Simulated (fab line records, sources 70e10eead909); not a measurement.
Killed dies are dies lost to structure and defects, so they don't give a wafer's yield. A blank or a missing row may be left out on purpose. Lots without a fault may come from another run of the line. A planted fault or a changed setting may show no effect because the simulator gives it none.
Which tool did it? | flow nand_harc | 13 lots, 39 wafers sampled, at 5 steps of a route of 1302

WHAT THE GAUGES READ, wafer by wafer
NHARC_A_M1_THK_MEAS_24: measures by xrf. Usual: thk_nm 154.7 nm, standard deviation 1.4.
lot  | measured     | on            | thk_nm (nm)       | flag
L698 | day 22 16:41 | film_metro-02 | 155.5 155.2 155.3 |
L702 | day 24 09:05 | film_metro-02 | 151.7 155.0 152.4 |
L704 | day 24 22:28 | film_metro-01 | 154.2 154.6 154.2 |
L703 | day 25 02:39 | film_metro-01 | 153.1 156.2 152.8 |
L706 | day 26 16:18 | film_metro-02 | 151.9 153.6 155.7 |
L707 | day 26 17:44 | film_metro-01 | 157.6 155.8 154.8 |
L708 | day 26 18:59 | film_metro-02 | 154.4 153.6 154.4 |
L710 | day 27 06:36 | film_metro-01 | 155.5 154.5 156.4 |
L709 | day 27 08:29 | film_metro-01 | 154.1 156.1 154.7 |
L715 | day 29 12:34 | film_metro-02 | 156.5 154.7       |
L714 | day 30 05:29 | film_metro-02 | 154.3 154.4       |
L718 | day 31 00:20 | film_metro-02 | 156.2 155.2 158.0 |
L720 | day 31 10:43 | film_metro-02 | 153.9 156.2 154.1 |

NHARC_A_BONDPAD_OVL_MEAS_35. Usual: overlay_x_nm 0 nm, standard deviation 6.7; overlay_y_nm -2 nm, standard deviation 5.
lot  | measured     | on         | overlay_x_nm (nm) | overlay_y_nm (nm) | flag
L698 | day 22 18:44 | overlay-01 | -12 -11 -12       | 0 0 0             |
L702 | day 24 11:07 | overlay-01 | 1 1 1             | 4 4 4             |
L704 | day 25 00:48 | overlay-01 | 0 0 0             | 7 6 6             |
L703 | day 25 04:41 | overlay-02 | 1 0 0             | -5 -5 -5          |
L706 | day 26 18:28 | overlay-02 | 10 9 10           | 5 5 5             |
L707 | day 26 19:54 | overlay-01 | 4 5 4             | -5 -4 -5          |
L708 | day 26 21:09 | overlay-01 | -13 -13 -14       | -9 -9 -9          |
L710 | day 27 08:39 | overlay-02 | -6 -5 -6          | -5 -5 -6          |
L709 | day 27 10:39 | overlay-01 | 0 0 1             | -3 -4 -4          |
L715 | day 29 14:37 | overlay-02 | 3 3               | -4 -3             |
L714 | day 30 07:40 | overlay-02 | -12 -13           | -5 -4             |
L718 | day 31 02:30 | overlay-01 | 6 6 6             | 8 8 7             |
L720 | day 31 13:25 | overlay-02 | -5 -5 -5          | 0 1 1             |

NHARC_END_SORT_01. Usual: killed_at_array 60, standard deviation 21; killed_at_other 1.0, standard deviation 1.2; killed_at_periphery 4.2, standard deviation 2.8; killed_dies 65, standard deviation 20; killed_open 3.1, standard deviation 1.8; killed_short 2.6, standard deviation 1.6.
lot  | measured     | on        | killed_at_array | killed_at_other | killed_at_periphery | killed_dies | killed_open | killed_short | flag
L715 | day 31 03:18 | prober-01 | 543 89 66       | 5 3 4           | 2 0 3               | 550 92 73   | 1 2 1       | 1 1 5        | OFF
L714 | day 31 15:32 | prober-02 | 80 80 596       | 0 0 0           | 8 4 6               | 88 84 602   | 4 2 3       | 2 4 4        | OFF

WHICH TOOL RAN EACH LOT (tool, then ch and the chambers of the sampled wafers, then the start)
lot  | NHARC_A_CONTACT_DEP_58          | NHARC_A_BONDPAD_DESCUM_11
L698 | pecvd-04 ch 0,1,2, day 21 11:36 | rie_diel-09 ch 0,2, day 22 18:52
L702 | pecvd-04 ch 0,1, day 23 05:37   | rie_diel-10 ch 0,2, day 24 11:15
L704 | pecvd-03 ch 0,1, day 23 16:49   | rie_diel-10 ch 0,3, day 25 00:56
L703 | pecvd-02 ch 0,2, day 23 22:14   | rie_diel-10 ch 0,2,3, day 25 04:49
L706 | pecvd-02 ch 1,2, day 25 08:39   | rie_diel-10 ch 0,2,3, day 26 18:37
L707 | pecvd-03 ch 0,2, day 25 12:05   | rie_diel-10 ch 0,2,3, day 26 20:02
L708 | pecvd-03 ch 0,1, day 25 15:22   | rie_diel-10 ch 0,1,2, day 26 21:18
L710 | pecvd-04 ch 0,1, day 26 03:47   | rie_diel-09 ch 0,1,3, day 27 08:47
L709 | pecvd-04 ch 0,1,2, day 26 05:50 | rie_diel-09 ch 0,1,3, day 27 10:47
L715 | pecvd-04 ch 0,1,2, day 28 10:50 | rie_diel-09 ch 0, day 29 14:44
L714 | pecvd-04 ch 0,1,2, day 29 01:18 | rie_diel-10 ch 0,1, day 30 07:47
L718 | pecvd-03 ch 0,1, day 29 20:12   | rie_diel-10 ch 0,1,2, day 31 02:38
L720 | pecvd-02 ch 0,1,2, day 30 07:59 | rie_diel-10 ch 1,2, day 31 13:32
- NHARC_A_CONTACT_DEP_58: deposits SiON, target thk 90 nm.
- NHARC_A_BONDPAD_DESCUM_11: chemistry O2, time 3 s.

WHAT THE TOOLS THEMSELVES READ (means of the sampled wafers that have a number; where no wafer has one, the mark that the record gives instead)
NHARC_A_CONTACT_DEP_58. Usual: heater_power_w 728 W, standard deviation 63.
lot  | tool     | heater_power_w (W) | flag
L698 | pecvd-04 | 693                |
L702 | pecvd-04 | 615                |
L704 | pecvd-03 | 769                |
L703 | pecvd-02 | 712                |
L706 | pecvd-02 | 791                |
L707 | pecvd-03 | 741                |
L708 | pecvd-03 | 778                |
L710 | pecvd-04 | 767                |
L709 | pecvd-04 | 730                |
L715 | pecvd-04 | 677                |
L714 | pecvd-04 | 725                |
L718 | pecvd-03 | 737                |
L720 | pecvd-02 | 712                |

NHARC_A_BONDPAD_DESCUM_11. Usual: drypump_motor_current_A 5.8 A, standard deviation 0.6; oes_product_au 0.999 a.u., standard deviation 0.0073; rf_vpp_V 58.1 V, standard deviation 0.97; showerhead_plenum_p_Torr 1.98 Torr, standard deviation 0.078; throttle_valve_pct 11.312 %, standard deviation 0.0082.
lot  | tool        | drypump_motor_current_A (A) | oes_product_au (a.u.) | rf_vpp_V (V) | showerhead_plenum_p_Torr (Torr) | throttle_valve_pct (%) | flag
L698 | rie_diel-09 | 5.5                         | 0.996                 | 58.3         | 1.91                            | 11.316                 |
L702 | rie_diel-10 | 6.3                         | 0.989                 | 57.1         | 1.91                            | 11.330                 |
L704 | rie_diel-10 | 5.9                         | 1.005                 | 58.6         | 1.99                            | 11.313                 |
L703 | rie_diel-10 | 6.0                         | 1.005                 | 58.2         | 1.97                            | 11.309                 |
L706 | rie_diel-10 | 6.1                         | 1.001                 | 58.0         | 1.97                            | 11.309                 |
L707 | rie_diel-10 | 6.0                         | 0.994                 | 58.7         | 1.97                            | 11.313                 |
L708 | rie_diel-10 | 5.8                         | 0.992                 | 57.5         | 1.97                            | 11.301                 |
L710 | rie_diel-09 | 6.1                         | 0.995                 | 58.1         | 1.94                            | 11.318                 |
L709 | rie_diel-09 | 6.1                         | 0.998                 | 57.3         | 1.94                            | 11.317                 |
L715 | rie_diel-09 | 6.4                         | 0.990                 | 57.9         | 1.98                            | 11.303                 |
L714 | rie_diel-10 | 5.7                         | 1.000                 | 58.2         | 1.96                            | 11.309                 |
L718 | rie_diel-10 | 5.8                         | 1.006                 | 58.6         | 1.97                            | 11.318                 |
L720 | rie_diel-10 | 5.2                         | 1.005                 | 58.5         | 2.04                            | 11.306                 |

THE ANSWER, worked out from the rows above alone
Rule: a lot is off if the mean of its wafers that have a number lies more than 3 standard deviations from the usual mean. A lot without any number at a reading at which 4 lots or more have one is off too. The other lots that the step has rows for count as sound. The gauges are gone through in route order, then the tools' own readings, and for those a lot's mean is taken as printed above. The first step at which some lot is off is used, and at that step the reading that is off furthest; a lot without a number counts as furthest.
Off: L715, L714, at NHARC_END_SORT_01 (killed_dies). Neither off nor sound, because the step has no rows for them: L698, L702, L704, L703, L706, L707, L708, L710, L709, L718, L720.
A tool fits if, at a process step before that reading, it ran every lot that is off, and no sound lot after the first of them. The gauges at NHARC_END_SORT_01 are tried like those tools. One fits: pecvd-04 at NHARC_A_CONTACT_DEP_58. It ran no sound lot before its first lot that is off in this sample, so the start can't be narrowed down.

WHAT THE SIMULATOR HAD PUT IN
Process parameter drift: pecvd-04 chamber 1, from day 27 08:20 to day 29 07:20, at NHARC_A_CONTACT_DEP_58. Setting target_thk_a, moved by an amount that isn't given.
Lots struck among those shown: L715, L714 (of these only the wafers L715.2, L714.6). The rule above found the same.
